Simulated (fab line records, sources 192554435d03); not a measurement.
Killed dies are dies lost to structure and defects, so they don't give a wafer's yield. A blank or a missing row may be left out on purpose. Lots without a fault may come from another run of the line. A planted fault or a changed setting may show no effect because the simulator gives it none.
Split-lot experiment | flow n5_finfet | 7 lots, 21 wafers read, on a route of 1938 steps

THE SPLIT
At N5_BEOL_M2_COAT_22 (resist thk 30 nm), the setting spin_rpm was moved away from the recipe's 1500 rpm on 3 of the 21 wafers read, by -8.1% to +3.7%. The other wafers ran this setting at the recipe's value.

The reading is taken at the split's own step.

THE READING
CAR-EUV_of_BEOL_M2_COAT_22.thk_nm (the simulator's own value, which no gauge read), in nm, at N5_BEOL_M2_COAT_22 (resist thk 30 nm). The file gives no usual value for it. The 18 wafers here that ran the recipe average 30.0 nm, standard deviation 0.11 nm.

wafer  | tool, chamber at the split | spin_rpm as run, rpm | against the recipe | CAR-EUV_of_BEOL_M2_COAT_22.thk_nm, nm | against lot-mates on the recipe
L078.2 | litho_track-05, 0          | 1500                 | recipe             | 30                                    | -
L078.5 | litho_track-05, 0          | 1500                 | recipe             | 30                                    | -
L078.6 | litho_track-05, 0          | 1500                 | recipe             | 30                                    | -
L081.1 | litho_track-05, 0          | 1500                 | recipe             | 30                                    | -
L081.3 | litho_track-05, 0          | 1500                 | recipe             | 29.8                                  | -
L081.4 | litho_track-05, 0          | 1379                 | -8.1%              | 31.2                                  | +1.3
L080.2 | litho_track-03, 0          | 1500                 | recipe             | 30.2                                  | -
L080.4 | litho_track-03, 0          | 1500                 | recipe             | 30.2                                  | -
L080.5 | litho_track-03, 0          | 1500                 | recipe             | 30.2                                  | -
L082.1 | litho_track-01, 0          | 1500                 | recipe             | 30.2                                  | -
L082.4 | litho_track-01, 0          | 1500                 | recipe             | 30.2                                  | -
L082.3 | litho_track-01, 0          | 1428                 | -4.8%              | 30.8                                  | +0.6
L084.1 | litho_track-05, 0          | 1555                 | +3.7%              | 29.6                                  | -0.4
L084.2 | litho_track-05, 0          | 1500                 | recipe             | 30                                    | -
L084.5 | litho_track-05, 0          | 1500                 | recipe             | 30                                    | -
L093.3 | litho_track-05, 0          | 1500                 | recipe             | 30                                    | -
L093.4 | litho_track-05, 0          | 1500                 | recipe             | 30                                    | -
L093.5 | litho_track-05, 0          | 1500                 | recipe             | 30                                    | -
L094.2 | litho_track-01, 0          | 1500                 | recipe             | 30                                    | -
L094.3 | litho_track-01, 0          | 1500                 | recipe             | 30                                    | -
L094.4 | litho_track-01, 0          | 1500                 | recipe             | 30                                    | -

THE FIT
A straight line over all 21 wafers: CAR-EUV_of_BEOL_M2_COAT_22.thk_nm changes by -0.143 nm for each +1% of spin_rpm; r = -0.95; the points scatter about the line by 0.11 nm.
The same after taking each lot's own level away (the mean of its wafers on the recipe; 21 wafers): -0.145 nm for each +1%; r = -0.99; scatter 0.057 nm.
On that fit, the largest move of spin_rpm shifts the reading by 1.2 nm.
The lots' own levels span 29.90 to 30.20 nm, that is 2.8 times the standard deviation above.
So the lot-to-lot level changes the slope little: the two slopes agree.
Check: with one of the wafers moved furthest among these (-8.1%) left out of the fit, the line predicts +0.963 nm for it against its lot-mates. It came out at +1.3 nm against them.

OTHER SPLITS ON THESE WAFERS
These wafers also went through other splits before the reading. Each is held against what the fit with the lots' levels taken away leaves over:
other split on the same wafers       | wafers away from the commonest value | r with CAR-EUV_of_BEOL_M2_COAT_22.thk_nm (lot level and that fit taken away)
N5_BEOL_M0_SAQP_PECVD_04 time_s      | 9                                    | -0.10
N5_BEOL_M0_SAQP_CUT_ETCH_46 source_w | 12                                   | +0.18

THE WHOLE CHAIN: every reading that the file lists as answering this split, in the file's order
step               | what it does                                                | reading                                                                            | change (the file's fit)                                                                | r (the file's)
N5_BEOL_M2_COAT_22 | resist thk 30 nm                                            | CAR-EUV_of_BEOL_M2_COAT_22.thk_nm (the simulator's own value, which no gauge read) | -0.146 nm for each +1% of the setting                                                  | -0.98
N5_BEOL_M2_ETCH_77 | etches underlayer in N2/H2, target depth 6.5 nm, time 5.2 s | CAR-EUV_of_BEOL_M2_COAT_22.thk_nm (the simulator's own value, which no gauge read) | -0.168 nm for each +1% of the setting, in a fit together with time_s@BEOL_M2_DESCUM_33 | 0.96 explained

THE FILE'S OWN FIT
CAR-EUV_of_BEOL_M2_COAT_22.thk_nm changes by -0.146 nm for each +1% of spin_rpm, r = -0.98.
